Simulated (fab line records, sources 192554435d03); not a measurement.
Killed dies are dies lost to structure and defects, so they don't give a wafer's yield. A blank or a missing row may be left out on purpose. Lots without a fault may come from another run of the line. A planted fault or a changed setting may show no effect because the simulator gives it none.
Chamber matching | flow n5_finfet | N5_BEOL_M2_ALD_98 on ald_sin-03: 4 sister chambers
The step deposits SiO2, target thk 2.5 nm, pulse time 1 s, co reactant pulse time 1 s. 20 wafers are shown with their chamber, then 10 later ones without.

WAFERS WITH THEIR CHAMBER
wafer  | chamber | heater_power_w (W) | heater_power_outer_w (W) | chamber_pressure_Torr (Torr)
L078.1 | 0       | 93                 | 47.1                     | 2.002
L078.3 | 2       | 71                 | 38.5                     | 1.992
L078.5 | 3       | 83                 | 42.5                     | 1.998
L079.2 | 0       | 95                 | 45.1                     | 2.003
L079.3 | 2       | 69                 | 38.7                     | 1.998
L079.6 | 1       | 78                 | 42.3                     | 2.002
L080.3 | 1       | 80                 | 42.4                     | 1.999
L080.5 | 2       | 72                 | 39.6                     | 2.001
L080.6 | 3       | 82                 | 43.1                     | 1.996
L081.1 | 0       | 94                 | 46.8                     | 1.999
L081.3 | 3       | 80                 | 43.0                     | 2.001
L081.6 | 0       | 93                 | 45.4                     | 2.004
L085.1 | 3       | 83                 | 41.3                     | 2.001
L085.3 | 0       | 96                 | 46.0                     | 2.003
L085.6 | 1       | 81                 | 42.3                     | 2.008
L086.1 | 0       | 96                 | 46.3                     | 2.008
L086.3 | 3       | 80                 | 42.9                     | 2.001
L086.4 | 0       | 94                 | 47.5                     | 2.000
L088.3 | 3       | 79                 | 42.3                     | 2.004
L088.4 | 1       | 79                 | 42.7                     | 2.006

SIGNATURES (means of the wafers above)
reading               | chamber 0 | chamber 1 | chamber 2 | chamber 3 | scatter within a chamber
heater_power_w        | 94.43     | 79.50     | 70.67     | 81.17     | 1.46
heater_power_outer_w  | 46.314    | 42.425    | 38.933    | 42.517    | 0.694
chamber_pressure_Torr | 2.00271   | 2.00375   | 1.99700   | 2.00017   | 0.00336
Rule: a wafer's distance from a chamber is the root of the sum, over the readings, of the square of ((its reading less the chamber's mean) divided by the reading's scatter). The wafer belongs to the nearest chamber; if the next one is less than 2 further off, it can't be placed. The scatter: the root of (the sum of the squares of (reading less its chamber's mean) over the shown wafers, divided by (wafers less chambers)).

WAFERS WITHOUT THEIR CHAMBER
wafer  | heater_power_w (W) | heater_power_outer_w (W) | chamber_pressure_Torr (Torr)
L088.5 | 81                 | 42.4                     | 2.000
L089.2 | 80                 | 43.0                     | 1.998
L089.3 | 71                 | 38.5                     | 1.995
L089.5 | 97                 | 45.4                     | 2.003
L094.3 | 96                 | 45.2                     | 1.991
L094.4 | 79                 | 42.4                     | 2.003
L094.5 | 99                 | 48.2                     | 1.999
L095.1 | 79                 | 42.2                     | 2.000
L095.4 | 83                 | 43.6                     | 1.999
L095.6 | 71                 | 38.8                     | 1.997

WHICH CHAMBER EACH WENT THROUGH
wafer  | from the rows above     | in truth
L088.5 | can't be placed: 3 or 1 | 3
L089.2 | can't be placed: 3 or 1 | 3
L089.3 | 2                       | 2
L089.5 | 0                       | 0
L094.3 | 0                       | 0
L094.4 | can't be placed: 1 or 3 | 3
L094.5 | 0                       | 0
L095.1 | can't be placed: 1 or 3 | 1
L095.4 | can't be placed: 3 or 1 | 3
L095.6 | 2                       | 2
Placed correctly: 5 of 10. Can't be placed from these rows: 5 (the true chamber is among the candidates in 5). Placed wrongly: 0.
